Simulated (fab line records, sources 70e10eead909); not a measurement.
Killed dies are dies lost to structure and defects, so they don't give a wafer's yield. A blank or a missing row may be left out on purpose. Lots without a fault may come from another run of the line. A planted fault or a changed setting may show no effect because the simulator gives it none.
Chamber matching | flow nand_harc | NHARC_A_CONTACT_DESCUM_74 on rie_diel-08: 4 sister chambers
The step chemistry O2, time 3 s. 20 wafers are shown with their chamber, then 10 later ones without.

WAFERS WITH THEIR CHAMBER
wafer  | chamber | showerhead_plenum_p_Torr (Torr) | oes_product_au (a.u.) | rf_vpp_V (V)
L075.1 | 3       | 1.98                            | 0.998                 | 58.1
L075.2 | 0       | 1.87                            | 1.007                 | 57.7
L075.4 | 1       | 2.02                            | 1.001                 | 57.5
L077.1 | 2       | 2.00                            | 0.990                 | 57.1
L077.3 | 3       | 1.97                            | 1.009                 | 59.1
L077.6 | 2       | 2.00                            | 0.988                 | 58.5
L082.2 | 2       | 2.00                            | 1.007                 | 58.6
L082.3 | 3       | 1.97                            | 1.009                 | 56.6
L082.5 | 2       | 2.00                            | 1.011                 | 58.4
L080.1 | 3       | 1.97                            | 1.015                 | 58.3
L080.5 | 3       | 1.97                            | 1.004                 | 57.5
L080.6 | 0       | 1.86                            | 1.017                 | 58.2
L088.3 | 3       | 1.97                            | 1.016                 | 58.1
L088.5 | 2       | 2.00                            | 1.009                 | 58.4
L088.6 | 3       | 1.97                            | 1.014                 | 57.0
L087.1 | 0       | 1.86                            | 1.015                 | 57.7
L087.3 | 1       | 2.01                            | 0.997                 | 58.0
L087.5 | 3       | 1.97                            | 1.010                 | 56.3
L094.3 | 1       | 2.00                            | 1.007                 | 57.2
L094.4 | 2       | 1.99                            | 0.987                 | 58.1

SIGNATURES (means of the wafers above)
reading                  | chamber 0 | chamber 1 | chamber 2 | chamber 3 | scatter within a chamber
showerhead_plenum_p_Torr | 1.8633    | 2.0100    | 1.9983    | 1.9712    | 0.00523
oes_product_au           | 1.01300   | 1.00167   | 0.99867   | 1.00937   | 0.00797
rf_vpp_V                 | 57.867    | 57.567    | 58.183    | 57.625    | 0.722
Rule: a wafer's distance from a chamber is the root of the sum, over the readings, of the square of ((its reading less the chamber's mean) divided by the reading's scatter). The wafer belongs to the nearest chamber; if the next one is less than 2 further off, it can't be placed. The scatter: the root of (the sum of the squares of (reading less its chamber's mean) over the shown wafers, divided by (wafers less chambers)).

WAFERS WITHOUT THEIR CHAMBER
wafer  | showerhead_plenum_p_Torr (Torr) | oes_product_au (a.u.) | rf_vpp_V (V)
L094.5 | 1.86                            | 1.016                 | 56.3
L095.1 | 1.99                            | 0.995                 | 59.2
L095.2 | 1.96                            | 0.991                 | 59.3
L095.4 | 2.00                            | 0.996                 | 56.9
L096.3 | 1.96                            | 1.000                 | 57.2
L096.5 | 1.96                            | 0.996                 | 58.8
L096.6 | 1.85                            | 1.005                 | 56.3
L097.1 | 2.00                            | 1.005                 | 57.2
L097.5 | 1.99                            | 0.987                 | 57.7
L097.6 | 1.96                            | 0.984                 | 58.3

WHICH CHAMBER EACH WENT THROUGH
wafer  | from the rows above     | in truth
L094.5 | 0                       | 0
L095.1 | 2                       | 2
L095.2 | 3                       | 3
L095.4 | can't be placed: 2 or 1 | 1
L096.3 | 3                       | 3
L096.5 | 3                       | 3
L096.6 | 0                       | 0
L097.1 | can't be placed: 2 or 1 | 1
L097.5 | can't be placed: 2 or 1 | 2
L097.6 | 3                       | 3
Placed correctly: 7 of 10. Can't be placed from these rows: 3 (the true chamber is among the candidates in 3). Placed wrongly: 0.
